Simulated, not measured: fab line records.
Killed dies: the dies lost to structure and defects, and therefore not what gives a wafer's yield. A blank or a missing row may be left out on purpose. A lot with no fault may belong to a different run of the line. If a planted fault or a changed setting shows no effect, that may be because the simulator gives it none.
fab line records	flow n5Finfet
record lots=24	wafers=72	lastDay=19
route steps=1938 shown BEOL_M11@1538 BEOL_M12@1622
lots untouched by any fault: they come from a run of this same line in which no faults occurred
startH: the number of hours between the record's first day and the start of the first shown wafer of the lot	waitH: hours elapsed since this lot's preceding step	" the same as in the row above	L1.1+2: several wafers, shown together as one row	- no value, or no start given	* or withheld: withheld	< > ~ a bound
route shown NAME@n: NAME is a module with steps in the file, n the number in the route of the first one	usual: mean and standard deviation over wafers with no fault	same: alike in all rows	chamber/n: place in a boat	sites: readings site by site	_std_site: the values' standard deviation	_edge_site: the outer-site mean with the inner-site mean subtracted	radiusMm: how far each site lies from the wafer's centre	mask NAME#n: copy n	behind: the most recent tool/chamber to have shaped the wafer	hold: why the lot was held/for how many hours/how that ended	device: whichever transistor did not switch (one of n, p or np)	end of line: tests of these same wafers at the route's end	a step with no rows: only its recipe	killed: the dies lost at the first sort to structure and to defects; this is not the yield of the wafer	map: dies across one wafer; x = killed, . = not, _ = none there
set.NAME: setting as actually run; set.NAME@STEP: the setting as run at that earlier step	model.NAME: the simulator's own value behind a step, which no gauge read
route steps across a sampled set of lots; one table per step, one row per wafer
services: when a tool's chamber went out of use (startH, in hours from the record's first day, below 0 if earlier), for how many hours, and the reason
## steps
# step N5_BEOL_M11_THK_MEAS_01
# recipe reads=SiCOH_lowk_of_BEOL_M11_ILD_DEP_00
# usual M11_ILD_THK=268/4.1
lot.wafer	tool	chamber	startH	waitH	M11_ILD_THK[nm]
L075.3	filmMetro-02	-	239.85	0.3	264
L075.4	"	-	"	"	271
L075.6	"	-	"	"	272
L074.2	filmMetro-02	-	240.08	0.4	267
L074.3	"	-	"	"	266
L074.5	"	-	"	"	273
L078.2	filmMetro-02	-	289.49	0.4	266
L078.3	"	-	"	"	263
L078.6	"	-	"	"	265
L077.1	filmMetro-02	-	291.08	0.4	263
L077.2	"	-	"	"	269
L077.5	"	-	"	"	278
L076.1	filmMetro-02	-	300.61	0.4	264
L076.5	"	-	"	"	261
L076.6	"	-	"	"	267
L083.1	filmMetro-02	-	301.67	0.4	265
L083.2	"	-	"	"	264
L083.5	"	-	"	"	272
L080.1	filmMetro-01	-	307.10	0.4	260
L080.3	"	-	"	"	263
L080.4	"	-	"	"	266
L081.1	filmMetro-01	-	308.05	0.4	261
L081.2	"	-	"	"	266
L081.4	"	-	"	"	272
L079.1	filmMetro-01	-	317.54	0.4	261
L079.2	"	-	"	"	263
L079.3	"	-	"	"	264
L082.1	filmMetro-01	-	319.78	0.4	266
L082.2	"	-	"	"	257
L082.5	"	-	"	"	266
L084.2	filmMetro-01	-	328.79	0.4	263
L084.4	"	-	"	"	269
L084.6	"	-	"	"	273
L086.1	filmMetro-01	-	333.98	0.4	268
L086.2	"	-	"	"	272
L086.4	"	-	"	"	266
L085.3	filmMetro-01	-	339.88	0.3	263
L085.5	"	-	"	"	269
L085.6	"	-	"	"	273
L088.1	filmMetro-02	-	342.58	0.4	266
L088.2	"	-	"	"	264
L088.4	"	-	"	"	264
L087.4	filmMetro-01	-	349.28	0.2	273
L087.5	"	-	"	"	273
L087.6	"	-	"	"	270
L091.1	filmMetro-01	-	356.48	0.4	264
L091.3	"	-	"	"	266
L091.6	"	-	"	"	266
L089.1	filmMetro-01	-	370.03	0.4	268
L089.3	"	-	"	"	261
L089.5	"	-	"	"	272
L093.1	filmMetro-01	-	372.61	0.4	266
L093.3	"	-	"	"	273
L093.5	"	-	"	"	269
L090.1	filmMetro-01	-	377.77	0.4	263
L090.2	"	-	"	"	267
L090.4	"	-	"	"	274
L094.1	filmMetro-01	-	381.83	0.4	268
L094.2	"	-	"	"	269
L094.5	"	-	"	"	275
L092.3	filmMetro-01	-	383.55	0.3	270
L092.4	"	-	"	"	272
L092.5	"	-	"	"	277
L095.1	filmMetro-01	-	389.86	0.8	269
L095.5	"	-	"	"	277
L095.6	"	-	"	"	273
L096.3	filmMetro-02	-	405.98	0.3	263
L096.5	"	-	"	"	271
L096.6	"	-	"	"	267
L097.1	filmMetro-02	-	407.87	0.4	272
L097.3	"	-	"	"	264
L097.5	"	-	"	"	272
# step N5_BEOL_M11_VIA_ETCH_34
# recipe chemistry=C4F6/O2	target=SiCOH_lowk	targetDepthA=1845	maskMaterial=SOC	taperDeg=4	timeS=69.2	ionEnergyEv=250	pressureMtorr=30	sourceW=345	biasW=185	Ar_flow_sccm=300	C4F6_flow_sccm=10	O2_flow_sccm=10
# usual drypumpMotorCurrentA=5.73/0.29	oes_f_703_au=0.77/0.079	oesProductAu=0.77/0.081	rfVppV=659/13	showerheadPlenumPTorr=2.82/0.11	throttleValvePct=20.92/0.23
lot.wafer	tool	chamber	startH	waitH	drypumpMotorCurrentA	oes_f_703_au	oesProductAu	rfHoursCounterH	rfVppV	showerheadPlenumPTorr	throttleValvePct
L074.2	rieDiel-05	1	244.79	0.0	5.15	0.73	0.70	192	670	2.70	21.14
L074.3	"	3	"	"	5.75	0.85	0.83	105	668	2.76	20.53
L074.5	"	2	"	"	5.67	0.68	0.66	-	649	2.79	21.28
L075.3	rieDiel-06	2	244.84	0.0	6.00	0.74	0.74	140	642	2.72	20.88
L075.4	"	1	"	"	6.26	0.73	0.72	227	639	2.70	20.72
L075.6	"	3	"	"	5.42	0.76	0.82	-	671	3.01	21.02
L078.2	rieDiel-05	3	297.78	0.0	5.76	0.83	0.80	119	665	2.75	20.57
L078.3	"	1	"	"	5.19	0.73	0.69	206	669	2.70	21.18
L078.6	"	3	"	"	5.76	0.84	0.80	-	666	2.75	20.57
L077.1	rieDiel-06	0	298.25	0.0	5.90	0.72	0.72	176	676	2.97	21.13
L077.2	"	3	"	"	5.42	0.75	0.80	79	670	3.00	21.05
L077.5	"	2	"	"	6.02	0.73	0.73	-	640	2.71	20.91
L076.1	rieDiel-06	0	303.02	0.0	5.88	0.72	0.72	178	676	2.97	21.14
L076.5	"	3	"	"	5.40	0.75	0.80	-	672	3.00	21.04
L076.6	"	2	"	"	6.03	0.73	0.72	-	641	2.71	20.91
L083.1	rieDiel-05	0	306.39	0.0	5.77	0.71	0.70	219	652	2.80	20.96
L083.2	"	1	"	"	5.15	0.72	0.70	208	668	2.70	21.19
L083.5	"	0	"	"	5.77	0.71	0.70	-	652	2.80	20.96
L080.1	rieDiel-05	0	311.47	0.0	5.79	0.71	0.69	221	650	2.80	20.96
L080.3	"	2	"	"	5.68	0.93	0.94	10	647	2.79	20.89
L080.4	"	3	"	"	5.75	0.84	0.79	123	666	2.75	20.56
L081.1	rieDiel-06	3	312.20	0.0	5.43	0.75	0.79	83	672	3.00	21.04
L081.2	"	2	"	"	5.99	0.74	0.72	156	642	2.71	20.91
L081.4	"	0	"	"	5.88	0.71	0.72	181	675	2.97	21.13
L079.1	rieDiel-06	0	321.16	0.0	5.89	0.72	0.72	183	676	2.97	21.15
L079.2	"	3	"	"	5.40	0.74	0.80	86	671	3.00	21.04
L079.3	"	1	"	"	6.27	0.71	0.70	244	639	2.69	20.73
L082.1	rieDiel-05	0	323.47	0.0	5.77	0.71	0.69	225	651	2.80	20.96
L082.2	"	2	"	"	5.61	0.91	0.92	13	649	2.79	20.88
L082.5	"	0	"	"	5.77	0.70	0.70	-	651	2.80	20.96
L084.2	rieDiel-05	0	335.51	0.0	5.79	0.70	0.70	229	650	2.79	20.98
L084.4	"	2	"	"	5.68	0.91	0.92	17	648	2.79	20.90
L084.6	"	2	"	"	5.66	0.91	0.93	-	648	2.79	20.89
L086.1	rieDiel-01	3	339.22	0.0	5.84	0.89	0.85	51	641	2.90	20.65
L086.2	"	0	"	"	5.68	0.80	0.77	119	657	2.76	20.58
L086.4	"	1	"	"	6.14	0.77	0.78	-	679	2.88	21.07
L085.3	rieDiel-06	0	343.36	0.0	5.89	0.71	0.72	191	676	2.96	21.15
L085.5	"	0	"	"	5.91	0.71	0.72	-	676	2.96	21.14
L085.6	"	3	"	"	5.38	0.73	0.79	-	670	3.00	21.06
L088.1	rieDiel-01	3	345.09	0.0	5.83	0.89	0.86	53	639	2.90	20.65
L088.2	"	0	"	"	5.68	0.80	0.77	121	656	2.76	20.56
L088.4	"	1	"	"	6.12	0.76	0.78	-	680	2.88	21.07
L087.4	rieDiel-05	0	352.78	0.0	5.81	0.70	0.70	-	651	2.79	20.97
L087.5	"	3	"	"	5.75	0.81	0.79	-	665	2.74	20.59
L087.6	"	1	"	"	5.20	0.71	0.68	-	668	2.69	21.20
L091.1	rieDiel-06	3	360.47	0.0	5.43	0.72	0.78	100	671	2.99	21.08
L091.3	"	1	"	"	6.29	1.01	1.03	0	649	3.03	20.33
L091.6	"	3	"	"	5.42	0.73	0.79	-	669	2.99	21.09
L089.1	rieDiel-01	0	373.82	0.0	5.71	0.80	0.77	128	657	2.76	20.58
L089.3	"	2	"	"	5.65	0.96	0.94	10	655	2.91	20.87
L089.5	"	3	"	"	5.85	0.88	0.83	-	641	2.89	20.67
L093.1	rieDiel-06	1	377.84	0.0	6.29	0.97	0.98	6	648	3.03	20.33
L093.3	"	0	"	"	5.90	0.69	0.70	204	676	2.96	21.16
L093.5	"	1	"	"	6.29	0.98	0.98	-	649	3.03	20.31
L090.1	rieDiel-05	2	380.61	0.0	5.62	0.88	0.89	28	647	2.78	20.91
L090.2	"	0	"	"	5.80	0.70	0.68	243	651	2.79	20.99
L090.4	"	1	"	"	5.23	0.70	0.67	231	669	2.69	21.20
L094.1	rieDiel-05	3	387.46	0.0	5.74	0.81	0.79	147	666	2.74	20.61
L094.2	"	0	"	"	5.77	0.69	0.68	245	652	2.79	21.01
L094.5	"	1	"	"	5.19	0.70	0.68	-	669	2.69	21.22
L092.3	rieDiel-01	2	387.59	0.0	5.67	0.94	0.94	15	654	2.91	20.87
L092.4	"	1	"	"	6.13	0.74	0.77	125	679	2.88	21.09
L092.5	"	2	"	"	5.68	0.94	0.94	-	657	2.91	20.89
L095.1	rieDiel-05	3	393.75	0.0	5.77	0.81	0.78	149	665	2.74	20.61
L095.5	"	2	"	"	5.65	0.87	0.89	-	646	2.78	20.92
L095.6	"	1	"	"	5.17	0.70	0.67	-	670	2.69	21.20
L096.3	rieDiel-05	1	410.79	0.0	5.21	0.70	0.67	241	669	2.68	21.24
L096.5	"	1	"	"	5.19	0.70	0.66	-	668	2.68	21.23
L096.6	"	2	"	"	5.64	0.86	0.88	-	649	2.78	20.93
L097.1	rieDiel-06	2	415.09	0.0	6.00	0.70	0.70	191	641	2.70	20.97
L097.3	"	1	"	"	6.22	0.94	0.94	18	649	3.02	20.36
L097.5	"	0	"	"	5.91	0.69	0.70	-	676	2.95	21.17
# step N5_BEOL_M11_STRIP_36
# recipe chemistry=N2/H2	powerW=450	tempC=40	pressureMtorr=20	rfFrequencyHz=6e+07	overashFraction=0.3	biasPowerW=7	h2Frac=0.5	n2FlowSccm=200	h2FlowSccm=200
# usual drypumpMotorCurrentA=5.73/0.3	oesProductAu=0.77/0.083	rfVppV=59.3/1.9	showerheadPlenumPTorr=2.51/0.097	throttleValvePct=23.6/0.33
lot.wafer	tool	chamber	startH	waitH	drypumpMotorCurrentA	oesProductAu	rfHoursCounterH	rfVppV	showerheadPlenumPTorr	throttleValvePct
L074.2	rieDiel-05	1	244.86	0.0	5.19	0.69	192	59.6	2.40	23.5
L074.3	"	3	"	"	5.74	0.81	105	57.9	2.46	23.3
L074.5	"	2	"	"	5.67	0.69	-	57.7	2.49	24.0
L075.3	rieDiel-06	2	244.90	0.0	6.01	0.76	140	62.6	2.46	24.2
L075.4	"	1	"	"	6.26	0.71	227	59.2	2.41	23.5
L075.6	"	3	"	"	5.43	0.81	-	59.8	2.68	23.6
L078.2	rieDiel-05	3	297.84	0.0	5.76	0.80	119	61.6	2.45	23.4
L078.3	"	1	"	"	5.20	0.67	206	56.4	2.39	23.6
L078.6	"	3	"	"	5.76	0.80	-	57.6	2.45	23.3
L077.1	rieDiel-06	0	298.32	0.0	5.93	0.71	176	63.1	2.62	23.9
L077.2	"	3	"	"	5.41	0.80	79	59.4	2.68	23.6
L077.5	"	2	"	"	6.04	0.73	-	61.0	2.46	24.3
L076.1	rieDiel-06	0	303.08	0.0	5.94	0.72	178	59.8	2.62	23.9
L076.5	"	3	"	"	5.41	0.82	-	59.6	2.68	23.6
L076.6	"	2	"	"	6.04	0.73	-	59.9	2.46	24.2
L083.1	rieDiel-05	0	306.45	0.0	5.78	0.71	219	59.1	2.50	23.4
L083.2	"	1	"	"	5.14	0.69	208	57.6	2.39	23.6
L083.5	"	0	"	"	5.77	0.71	-	59.6	2.50	23.5
L080.1	rieDiel-05	0	311.53	0.0	5.74	0.72	221	59.7	2.49	23.5
L080.3	"	2	"	"	5.65	0.97	10	59.9	2.49	23.5
L080.4	"	3	"	"	5.77	0.80	123	59.9	2.45	23.4
L081.1	rieDiel-06	3	312.26	0.0	5.41	0.80	83	58.8	2.68	23.6
L081.2	"	2	"	"	6.02	0.74	156	57.9	2.45	24.3
L081.4	"	0	"	"	5.88	0.72	181	60.1	2.62	24.0
L079.1	rieDiel-06	0	321.22	0.0	5.93	0.73	183	62.0	2.62	24.0
L079.2	"	3	"	"	5.41	0.80	86	57.1	2.68	23.6
L079.3	"	1	"	"	6.27	0.71	244	56.8	2.41	23.5
L082.1	rieDiel-05	0	323.53	0.0	5.81	0.69	225	58.4	2.49	23.4
L082.2	"	2	"	"	5.66	0.96	13	60.7	2.49	23.5
L082.5	"	0	"	"	5.79	0.70	-	59.0	2.49	23.4
L084.2	rieDiel-05	0	335.57	0.0	5.80	0.70	229	59.4	2.49	23.4
L084.4	"	2	"	"	5.64	0.96	17	58.7	2.49	23.5
L084.6	"	2	"	"	5.70	0.95	-	60.2	2.48	23.5
L086.1	rieDiel-01	3	339.29	0.0	5.88	0.84	51	60.9	2.55	23.0
L086.2	"	0	"	"	5.71	0.77	119	56.8	2.44	23.1
L086.4	"	1	"	"	6.14	0.79	-	57.0	2.57	23.8
L085.3	rieDiel-06	0	343.42	0.0	5.95	0.72	191	62.1	2.62	24.0
L085.5	"	0	"	"	5.94	0.71	-	58.7	2.62	23.9
L085.6	"	3	"	"	5.40	0.80	-	56.8	2.67	23.7
L088.1	rieDiel-01	3	345.15	0.0	5.89	0.82	53	58.9	2.55	23.0
L088.2	"	0	"	"	5.70	0.79	121	60.9	2.44	23.1
L088.4	"	1	"	"	6.12	0.78	-	62.4	2.57	23.9
L087.4	rieDiel-05	0	352.84	0.0	5.76	0.69	-	59.5	2.49	23.4
L087.5	"	3	"	"	5.79	0.79	-	57.9	2.45	23.4
L087.6	"	1	"	"	5.19	0.66	-	58.8	2.38	23.6
L091.1	rieDiel-06	3	360.53	0.0	5.42	0.77	100	58.1	2.67	23.6
L091.3	"	1	"	"	6.28	1.00	0	59.7	2.72	23.0
L091.6	"	3	"	"	5.41	0.79	-	61.2	2.67	23.6
L089.1	rieDiel-01	0	373.88	0.0	5.63	0.76	128	61.3	2.44	23.1
L089.3	"	2	"	"	5.69	0.93	10	57.9	2.61	23.8
L089.5	"	3	"	"	5.88	0.82	-	60.4	2.54	23.0
L093.1	rieDiel-06	1	377.90	0.0	6.30	0.98	6	59.0	2.72	23.1
L093.3	"	0	"	"	5.90	0.71	204	59.8	2.61	24.0
L093.5	"	1	"	"	6.26	0.96	-	59.0	2.72	23.1
L090.1	rieDiel-05	2	380.67	0.0	5.64	0.91	28	58.8	2.48	23.6
L090.2	"	0	"	"	5.77	0.68	243	60.8	2.49	23.5
L090.4	"	1	"	"	5.18	0.66	231	59.5	2.38	23.6
L094.1	rieDiel-05	3	387.52	0.0	5.76	0.76	147	59.0	2.44	23.4
L094.2	"	0	"	"	5.77	0.68	245	60.0	2.49	23.4
L094.5	"	1	"	"	5.19	0.67	-	56.0	2.38	23.6
L092.3	rieDiel-01	2	387.66	0.0	5.67	0.94	15	62.2	2.61	23.8
L092.4	"	1	"	"	6.11	0.77	125	62.8	2.56	23.9
L092.5	"	2	"	"	5.66	0.92	-	57.8	2.61	23.8
L095.1	rieDiel-05	3	393.81	0.0	5.76	0.78	149	61.1	2.44	23.4
L095.5	"	2	"	"	5.70	0.92	-	58.2	2.48	23.6
L095.6	"	1	"	"	5.21	0.67	-	60.4	2.38	23.6
L096.3	rieDiel-05	1	410.85	0.0	5.17	0.66	241	59.5	2.38	23.6
L096.5	"	1	"	"	5.23	0.66	-	57.9	2.38	23.6
L096.6	"	2	"	"	5.66	0.89	-	63.7	2.48	23.6
L097.1	rieDiel-06	2	415.15	0.0	5.97	0.71	191	59.1	2.44	24.3
L097.3	"	1	"	"	6.28	0.92	18	57.5	2.72	23.1
L097.5	"	0	"	"	5.91	0.70	-	58.8	2.60	24.0
# step N5_BEOL_M12_CD_MEAS_17
# recipe targetCdNm=140	polarity=opening
# usual cdNm=139.3/2.9
lot.wafer	tool	chamber	startH	waitH	cdNm
L074.2	cdSem-02	-	249.14	0.0	139.9
L074.3	"	-	"	"	142.4
L074.5	"	-	"	"	139.2
L075.3	cdSem-02	-	250.37	0.0	142.2
L075.4	"	-	"	"	140.8
L075.6	"	-	"	"	138.5
L078.2	cdSem-01	-	301.45	0.0	140.7
L078.3	"	-	"	"	137.6
L078.6	"	-	"	"	136.3
L077.1	cdSem-01	-	302.56	0.0	136.8
L077.2	"	-	"	"	131.8
L077.5	"	-	"	"	135.5
L076.1	cdSem-02	-	307.53	0.0	140.3
L076.5	"	-	"	"	139.9
L076.6	"	-	"	"	137.3
L083.1	cdSem-01	-	310.44	0.0	139.1
L083.2	"	-	"	"	140.6
L083.5	"	-	"	"	141.5
L080.1	cdSem-01	-	315.40	0.0	144.0
L080.3	"	-	"	"	141.0
L080.4	"	-	"	"	139.6
L081.1	cdSem-01	-	316.09	0.0	136.8
L081.2	"	-	"	"	137.9
L081.4	"	-	"	"	138.4
L079.1	cdSem-02	-	325.77	0.0	141.8
L079.2	"	-	"	"	140.4
L079.3	"	-	"	"	134.9
L082.1	cdSem-01	-	328.43	0.0	134.5
L082.2	"	-	"	"	141.9
L082.5	"	-	"	"	134.2
L084.2	cdSem-01	-	340.17	0.0	135.4
L084.4	"	-	"	"	142.5
L084.6	"	-	"	"	139.2
L086.1	cdSem-01	-	343.77	0.0	137.3
L086.2	"	-	"	"	141.8
L086.4	"	-	"	"	138.6
L085.3	cdSem-02	-	347.48	0.0	131.9
L085.5	"	-	"	"	140.6
L085.6	"	-	"	"	133.0
L088.1	cdSem-01	-	349.96	0.0	139.2
L088.2	"	-	"	"	138.4
L088.4	"	-	"	"	133.0
L087.4	cdSem-03	-	357.32	0.0	131.4
L087.5	"	-	"	"	138.9
L087.6	"	-	"	"	139.3
L091.1	cdSem-03	-	365.22	0.0	138.8
L091.3	"	-	"	"	139.7
L091.6	"	-	"	"	142.3
L089.1	cdSem-01	-	377.94	0.0	139.6
L089.3	"	-	"	"	144.3
L089.5	"	-	"	"	143.4
L093.1	cdSem-03	-	381.95	0.0	144.4
L093.3	"	-	"	"	145.9
L093.5	"	-	"	"	143.0
L090.1	cdSem-02	-	384.79	0.0	141.2
L090.2	"	-	"	"	141.6
L090.4	"	-	"	"	136.2
L094.1	cdSem-01	-	392.52	0.0	140.3
L094.2	"	-	"	"	142.6
L094.5	"	-	"	"	140.9
L092.3	cdSem-02	-	392.79	0.0	135.2
L092.4	"	-	"	"	134.7
L092.5	"	-	"	"	138.3
L095.1	cdSem-01	-	399.33	0.0	140.0
L095.5	"	-	"	"	139.0
L095.6	"	-	"	"	135.3
L096.3	cdSem-02	-	414.97	0.0	143.7
L096.5	"	-	"	"	139.5
L096.6	"	-	"	"	141.6
L097.1	cdSem-03	-	419.57	0.0	141.0
L097.3	"	-	"	"	141.5
L097.5	"	-	"	"	140.5
# step N5_BEOL_M12_INSPECT_30
# recipe mode=adi	inspectInstrument=macro
# usual rawDefectCount=1.9/1.4
lot.wafer	tool	chamber	startH	waitH	rawDefectCount
L074.2	defectInspect-01	-	249.64	0.0	4
L074.3	"	-	"	"	1
L074.5	"	-	"	"	2
L075.3	defectInspect-01	-	250.75	0.0	3
L075.4	"	-	"	"	1
L075.6	"	-	"	"	1
L078.2	defectInspect-01	-	301.95	0.0	1
L078.3	"	-	"	"	3
L078.6	"	-	"	"	2
L077.1	defectInspect-01	-	302.94	0.0	5
L077.2	"	-	"	"	2
L077.5	"	-	"	"	2
L076.1	defectInspect-01	-	308.03	0.0	1
L076.5	"	-	"	"	0
L076.6	"	-	"	"	0
L083.1	defectInspect-01	-	310.95	0.0	1
L083.2	"	-	"	"	0
L083.5	"	-	"	"	1
L080.1	defectInspect-02	-	315.90	0.0	1
L080.3	"	-	"	"	4
L080.4	"	-	"	"	2
L081.1	defectInspect-02	-	316.60	0.0	2
L081.2	"	-	"	"	3
L081.4	"	-	"	"	2
L079.1	defectInspect-02	-	326.28	0.0	4
L079.2	"	-	"	"	2
L079.3	"	-	"	"	1
L082.1	defectInspect-02	-	328.94	0.0	3
L082.2	"	-	"	"	1
L082.5	"	-	"	"	2
L084.2	defectInspect-01	-	340.67	0.0	5
L084.4	"	-	"	"	2
L084.6	"	-	"	"	1
L086.1	defectInspect-02	-	344.27	0.0	5
L086.2	"	-	"	"	1
L086.4	"	-	"	"	5
L085.3	defectInspect-02	-	347.98	0.0	2
L085.5	"	-	"	"	0
L085.6	"	-	"	"	1
L088.1	defectInspect-01	-	350.47	0.0	3
L088.2	"	-	"	"	1
L088.4	"	-	"	"	2
L087.4	defectInspect-01	-	357.69	0.0	1
L087.5	"	-	"	"	1
L087.6	"	-	"	"	4
L091.1	defectInspect-02	-	365.60	0.0	1
L091.3	"	-	"	"	3
L091.6	"	-	"	"	2
L089.1	defectInspect-01	-	378.33	0.0	3
L089.3	"	-	"	"	1
L089.5	"	-	"	"	2
L093.1	defectInspect-01	-	382.46	0.0	0
L093.3	"	-	"	"	5
L093.5	"	-	"	"	3
L090.1	defectInspect-01	-	385.30	0.0	0
L090.2	"	-	"	"	2
L090.4	"	-	"	"	2
L094.1	defectInspect-02	-	393.06	0.0	2
L094.2	"	-	"	"	6
L094.5	"	-	"	"	1
L092.3	defectInspect-02	-	393.16	0.0	0
L092.4	"	-	"	"	1
L092.5	"	-	"	"	1
L095.1	defectInspect-02	-	399.71	0.0	1
L095.5	"	-	"	"	2
L095.6	"	-	"	"	2
L096.3	defectInspect-01	-	415.35	0.0	1
L096.5	"	-	"	"	1
L096.6	"	-	"	"	1
L097.1	defectInspect-01	-	419.95	0.0	0
L097.3	"	-	"	"	0
L097.5	"	-	"	"	4
# step N5_BEOL_M12_DESCUM_33
# recipe chemistry=O2	timeS=7.9	sourcePowerW=50	biasPowerW=20	pressureMtorr=20	rfFrequencyHz=2.712e+07	tempC=40	o2FlowSccm=225
# usual drypumpMotorCurrentA=5.6/0.47	oesProductAu=0.83/0.08	rfVppV=243.4/1.3	showerheadPlenumPTorr=2.11/0.065	throttleValvePct=20.41/0.26
lot.wafer	tool	chamber	startH	waitH	drypumpMotorCurrentA	oesProductAu	rfHoursCounterH	rfVppV	showerheadPlenumPTorr	throttleValvePct
L074.2	rieDiel-03	1	249.67	0.0	5.8	0.67	245	242.7	2.05	20.19
L074.3	"	0	"	"	5.0	0.80	65	244.3	2.11	20.35
L074.5	"	3	"	"	4.9	0.90	-	246.0	2.20	20.07
L075.3	rieDiel-02	1	250.78	0.0	5.5	0.97	12	242.0	2.06	20.51
L075.4	"	3	"	"	5.7	0.88	34	242.2	2.07	20.35
L075.6	"	2	"	"	5.3	0.74	-	245.1	2.21	20.48
L078.2	rieDiel-03	1	301.98	0.0	5.8	0.98	7	243.6	2.05	20.00
L078.3	"	0	"	"	5.0	0.78	84	244.5	2.10	20.38
L078.6	"	1	"	"	5.8	0.96	-	242.3	2.05	19.99
L077.1	rieDiel-02	0	303.45	0.5	6.3	0.77	124	243.2	2.12	20.87
L077.2	"	3	"	"	5.7	0.86	52	242.4	2.07	20.39
L077.5	"	3	"	"	5.7	0.85	-	242.1	2.06	20.40
L076.1	rieDiel-02	2	308.07	0.0	5.2	0.74	167	244.2	2.20	20.50
L076.5	"	3	"	"	5.7	0.85	-	241.8	2.06	20.40
L076.6	"	2	"	"	5.2	0.73	-	244.8	2.20	20.50
L083.1	rieDiel-02	0	311.14	0.2	6.4	0.76	127	244.2	2.12	20.87
L083.2	"	1	"	"	5.5	0.93	29	243.8	2.06	20.53
L083.5	"	1	"	"	5.5	0.92	-	242.5	2.06	20.53
L080.1	rieDiel-04	2	315.94	0.0	6.2	0.88	46	245.0	2.22	20.33
L080.3	"	3	"	"	6.0	0.86	64	243.8	2.12	20.53
L080.4	"	1	"	"	5.7	0.73	-	243.9	2.04	20.43
L081.1	rieDiel-03	1	316.69	0.1	5.8	0.94	13	242.6	2.04	20.02
L081.2	"	0	"	"	5.0	0.78	90	244.1	2.10	20.40
L081.4	"	2	"	"	5.2	0.69	231	240.5	1.98	20.83
L079.1	rieDiel-02	3	326.31	0.0	5.7	0.84	59	240.6	2.06	20.40
L079.2	"	1	"	"	5.5	0.92	34	243.0	2.06	20.55
L079.3	"	0	"	"	6.3	0.76	132	243.7	2.11	20.89
L082.1	rieDiel-03	0	329.06	0.1	5.0	0.79	94	244.2	2.10	20.39
L082.2	"	1	"	"	5.8	0.94	17	242.6	2.04	20.03
L082.5	"	0	"	"	5.0	0.79	-	244.1	2.10	20.41
L084.2	rieDiel-04	2	341.55	0.9	6.2	0.85	57	244.6	2.22	20.35
L084.4	"	3	"	"	6.0	0.83	74	243.5	2.12	20.52
L084.6	"	3	"	"	6.0	0.84	-	244.2	2.12	20.54
L086.1	rieDiel-02	0	345.79	1.5	6.3	0.76	142	244.6	2.11	20.91
L086.2	"	2	"	"	5.2	0.71	184	244.5	2.20	20.52
L086.4	"	2	"	"	5.2	0.71	-	246.0	2.20	20.53
L085.3	rieDiel-04	3	348.57	0.6	6.0	0.84	77	243.5	2.12	20.52
L085.5	"	0	"	"	5.8	0.95	-	243.4	2.15	20.10
L085.6	"	1	"	"	5.7	0.72	-	242.9	2.04	20.47
L088.1	rieDiel-04	0	350.71	0.2	5.8	0.96	11	244.5	2.15	20.09
L088.2	"	3	"	"	6.1	0.84	78	244.1	2.12	20.52
L088.4	"	2	"	"	6.2	0.85	62	246.5	2.22	20.34
L087.4	rieDiel-04	1	357.73	0.0	5.7	0.71	243	242.7	2.04	20.47
L087.5	"	0	"	"	5.8	0.96	-	243.0	2.15	20.09
L087.6	"	3	"	"	6.0	0.84	-	244.7	2.12	20.55
L091.1	rieDiel-03	2	365.78	0.2	5.2	0.67	246	241.5	1.98	20.86
L091.3	"	3	"	"	4.8	0.82	71	245.4	2.19	20.12
L091.6	"	1	"	"	5.8	0.90	-	240.8	2.04	20.00
L089.1	rieDiel-03	0	378.37	0.0	5.0	0.76	108	242.8	2.10	20.44
L089.3	"	1	"	"	5.8	0.90	29	242.7	2.04	20.02
L089.5	"	3	"	"	4.9	0.83	-	244.7	2.19	20.13
L093.1	rieDiel-03	1	382.65	0.2	5.9	0.89	32	243.2	2.04	20.03
L093.3	"	0	"	"	5.0	0.76	111	242.8	2.09	20.44
L093.5	"	1	"	"	5.8	0.89	-	242.3	2.04	20.04
L090.1	rieDiel-03	0	385.37	0.1	5.0	0.76	112	244.0	2.09	20.42
L090.2	"	3	"	"	4.9	0.83	79	245.4	2.19	20.14
L090.4	"	0	"	"	5.0	0.77	-	243.8	2.09	20.42
L094.1	rieDiel-02	3	393.29	0.2	5.7	0.83	74	243.1	2.06	20.42
L094.2	"	0	"	"	6.3	0.73	163	243.3	2.10	20.95
L094.5	"	1	"	"	5.5	0.87	-	241.8	2.05	20.61
L092.3	rieDiel-03	1	393.45	0.3	5.8	0.89	37	242.0	2.04	20.04
L092.4	"	1	"	"	5.8	0.90	-	243.2	2.04	20.04
L092.5	"	0	"	"	5.0	0.76	-	243.8	2.09	20.42
L095.1	rieDiel-04	3	399.74	0.0	6.0	0.82	97	242.9	2.11	20.55
L095.5	"	0	"	"	5.8	0.92	-	243.7	2.14	20.12
L095.6	"	3	"	"	6.0	0.81	-	243.1	2.11	20.58
L096.3	rieDiel-02	3	415.38	0.0	5.7	0.82	83	242.2	2.05	20.44
L096.5	"	0	"	"	6.3	0.73	-	243.1	2.10	20.95
L096.6	"	1	"	"	5.5	0.87	-	242.3	2.04	20.60
L097.1	rieDiel-04	0	420.03	0.1	5.8	0.90	39	243.9	2.14	20.14
L097.3	"	1	"	"	5.7	0.94	5	242.5	2.03	20.14
L097.5	"	1	"	"	5.7	0.95	-	242.0	2.03	20.15
## services
tool	chamber	startH	hours	kind
rieDiel-01	1	226.27	14.9	repair
rieDiel-01	3	231.16	2.1	repair
rieDiel-01	1	243.55	4.0	repair
rieDiel-04	2	244.17	16.4	repair
rieDiel-05	2	245.07	-	clean
rieDiel-05	2	245.07	-	consumableReplace:focusRing
rieDiel-05	2	245.07	17.8	scheduledDown
rieDiel-05	2	245.07	17.8	ventCycle
rieDiel-05	2	283.64	2.9	repair
rieDiel-02	1	286.15	11.8	repair
rieDiel-05	2	290.80	7.5	repair
rieDiel-02	3	333.88	28.2	repair
rieDiel-06	1	338.94	-	clean
rieDiel-06	1	338.94	-	consumableReplace:focusRing
rieDiel-05	2	344.91	8.1	repair
rieDiel-01	1	352.91	9.1	repair
rieDiel-03	1	359.08	5.1	repair
rieDiel-01	0	360.33	9.2	repair
rieDiel-04	2	395.37	6.0	repair
rieDiel-02	-	402.40	1.1	repair
rieDiel-05	0	405.95	-	clean
rieDiel-05	0	405.95	-	consumableReplace:focusRing
rieDiel-05	0	405.95	18.7	scheduledDown
rieDiel-05	0	405.95	18.7	ventCycle
## key
fault none
